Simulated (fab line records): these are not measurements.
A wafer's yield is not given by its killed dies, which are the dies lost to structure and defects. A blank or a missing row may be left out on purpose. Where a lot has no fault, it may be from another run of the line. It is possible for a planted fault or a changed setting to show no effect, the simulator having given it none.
Matching of chambers :: flow n5_finfet :: ald_sin-04 running N5_SDB_ALD_29: 4 sister chambers
The step deposits SiNx, target thk 30 nm, pulse time 1 s, ald cycles 600. 8 wafers are shown with their chamber, then 7 later ones without.

== WAFERS PAIRED WITH THEIR CHAMBERS ==
wafer: L076.1
chamber: 2
heater_power_w (W): 843
precursor_pulse_height_rel: 1.006

wafer: L077.3
chamber: 1
heater_power_w (W): 720
precursor_pulse_height_rel: 1.013

wafer: L078.3
chamber: 1
heater_power_w (W): 745
precursor_pulse_height_rel: 1.017

wafer: L078.6
chamber: 2
heater_power_w (W): 837
precursor_pulse_height_rel: 1.012

wafer: L080.1
chamber: 3
heater_power_w (W): 717
precursor_pulse_height_rel: 0.979

wafer: L080.5
chamber: 0
heater_power_w (W): 718
precursor_pulse_height_rel: 1.001

wafer: L089.4
chamber: 3
heater_power_w (W): 714
precursor_pulse_height_rel: 0.972

wafer: L089.5
chamber: 0
heater_power_w (W): 707
precursor_pulse_height_rel: 0.997

== WAFERS WITH NO CHAMBER GIVEN ==
wafer: L089.6
heater_power_w (W): 717
precursor_pulse_height_rel: 0.961

wafer: L094.1
heater_power_w (W): 700
precursor_pulse_height_rel: 1.018

wafer: L094.4
heater_power_w (W): 756
precursor_pulse_height_rel: 1.001

wafer: L094.6
heater_power_w (W): 740
precursor_pulse_height_rel: 0.949

wafer: L097.2
heater_power_w (W): 733
precursor_pulse_height_rel: 0.980

wafer: L097.5
heater_power_w (W): 702
precursor_pulse_height_rel: 0.953

wafer: L097.6
heater_power_w (W): 724
precursor_pulse_height_rel: 0.962

== WHICH CHAMBER EACH ONE RAN IN ==
wafer: L089.6
from the rows above: 3
in truth: 3

wafer: L094.1
from the rows above: can't be placed: 1 or 0
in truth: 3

wafer: L094.4
from the rows above: can't be placed: 1 or 0
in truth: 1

wafer: L094.6
from the rows above: 3
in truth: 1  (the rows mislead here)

wafer: L097.2
from the rows above: 3
in truth: 3

wafer: L097.5
from the rows above: 3
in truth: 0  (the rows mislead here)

wafer: L097.6
from the rows above: 3
in truth: 3
3 of 7 placed correctly. Unplaceable from these rows: 2, with the true chamber sitting among the candidates in 1. Placed wrongly: 2.
How it was worked out, from the rows above alone: a wafer's distance from a chamber is the root of the sum, over the readings, of the square of ((its reading less the chamber's mean) divided by the reading's scatter). If the next closest chamber is less than 2 further off than the closest, the wafer can't be placed; otherwise it belongs to the closest. Each chamber's mean is taken over the wafers shown for it. The scatter: take each reading less its chamber's mean, square it, sum over the shown wafers, divide by the number of wafers less the number of chambers, and take the root.
